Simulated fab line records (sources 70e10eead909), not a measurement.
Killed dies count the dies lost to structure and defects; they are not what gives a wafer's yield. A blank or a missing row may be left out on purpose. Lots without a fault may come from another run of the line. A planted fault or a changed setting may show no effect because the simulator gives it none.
Struck lot and sound lot, side by side	flow nand harc	15 steps out of a route of 1302
Sound: wafers L603.2, L603.3, L603.4. The struck wafers were L621.3, L621.4, L621.6. The cause is given at the end.
For every step that has rows: the tool of each side, followed by ch and its chambers, followed by its first start. Under that, the readings that differ: sound wafers	struck wafers	difference of the means	sigmas: that difference in standard deviations of wafers without a fault.
alike: readings with means less than 2 such deviations apart, plus words and numbers identical on both sides. not compared: withheld readings, readings lacking a value on some wafer, bounds such as >300 that could conceal the same value, and numbers that have no deviation in the record and whose values overlap.
The two part at a step that has a row with sigmas, a row that says differs or no value, or rows on one side only. When numbers do not overlap yet have no deviation, they are printed without sigmas and do not part them. Lack of a reading on every wafer of one side parts them only where that side has two or more wafers.

first, 1 step without rows for these wafers: NHARC_A_CHANNEL_HOLE_D2_STRIP_43 (strips in O2/COS).
NHARC_A_CHANNEL_HOLE_D2_ETCH_44: etches the open film in CF4/O2, target depth 140 nm, overetch 14 nm, time 77 s.
  sound on rie diel-08 ch 1,2,3, day 13 15:39; struck on rie diel-08 ch 1,2,3, day 20 18:04
reading	sound	struck	difference	sigmas
throttle valve pct (%)	13.420 13.410 13.432	13.392 13.402 13.392	-0.025	-3
  alike: bias w, drypump motor current A, oes product au, rf vpp V, showerhead plenum p Torr
  not compared: rf hours counter h
NHARC_A_CHANNEL_HOLE_D2_STRIP_28: strips in O2.
  sound: rie diel-08 ch 0,1,3; struck: rie diel-08 ch 0,3
  alike: drypump motor current A, oes product au, rf vpp V, showerhead plenum p Torr, throttle valve pct
  not compared: rf hours counter h
then, 2 steps without rows for these wafers: NHARC_A_CHANNEL_HOLE_D2_PRECLEAN_29 (cleans in SC1); NHARC_A_CHANNEL_HOLE_D2_SRD_30.
NHARC_A_CHANNEL_HOLE_D2_CD_MEAS_31:
  sound on cd sem-03 at day 13 16:27; struck on cd sem-03 at day 20 18:50
  alike: cd nm
NHARC_A_CHANNEL_HOLE_D2_XSEM_32:
  sound on xsem-01 ch 0, day 13 16:32; struck on xsem-01 ch 0, day 20 18:56
  alike: bot cd nm, bow nm, tilt deg
NHARC_A_CHANNEL_HOLE_D2_INSPECT_40:
  sound on defect inspect-02 at day 13 16:38; struck on defect inspect-02 at day 20 19:01
  alike: raw defect count
then, 2 steps without rows for these wafers: NHARC_A_CHANNEL_FILL_D2_PRECLEAN_00 (cleans in SC1); NHARC_A_CHANNEL_FILL_D2_SRD_01.
NHARC_A_CHANNEL_FILL_D2_ALD_02: deposits SiO2, target thk 6 nm, pulse time 10 s, ald cycles 60.
  sound on ald hk-04 ch 0,2,3, day 13 16:50; struck on ald hk-01 ch 0,2, day 20 19:13
  alike: heater power w, precursor pulse height rel, susceptor temp C
then, 1 step without rows for these wafers: NHARC_A_CHANNEL_FILL_D2_ALD_03 (deposits SiNx, target thk 6 nm, pulse time 60 s, ald cycles 58).
NHARC_A_CHANNEL_FILL_D2_ALD_14: deposits SiO2, target thk 2.5 nm, pulse time 10 s, ald cycles 25.
  sound on ald hk-01 ch 1,2,3, day 13 23:50; struck on ald hk-03 ch 1,2,3, day 21 02:47
reading	sound	struck	difference	sigmas
susceptor temp C (C)	299.99 299.90 300.04	297.40 297.35 297.34	-2.61	-14
  alike: heater power w, precursor pulse height rel
NHARC_A_CHANNEL_FILL_D2_ALD_15: deposits SiNx, target thk 2 nm, pulse time 60 s, ald cycles 19.
  sound: ald sin batch-03 ch 0; struck: ald sin batch-01 ch 0
  alike: precursor pulse height rel, susceptor temp C
NHARC_END_SORT_01:
  the record has rows for the sound wafers here (prober-02 ch 0, day 25 02:05) and none for the struck ones

WHERE THEY PART
Last at NHARC_END_SORT_01 as far as this record goes, first at NHARC_A_CHANNEL_HOLE_D2_ETCH_44.

WHY: what had been put in by the simulator
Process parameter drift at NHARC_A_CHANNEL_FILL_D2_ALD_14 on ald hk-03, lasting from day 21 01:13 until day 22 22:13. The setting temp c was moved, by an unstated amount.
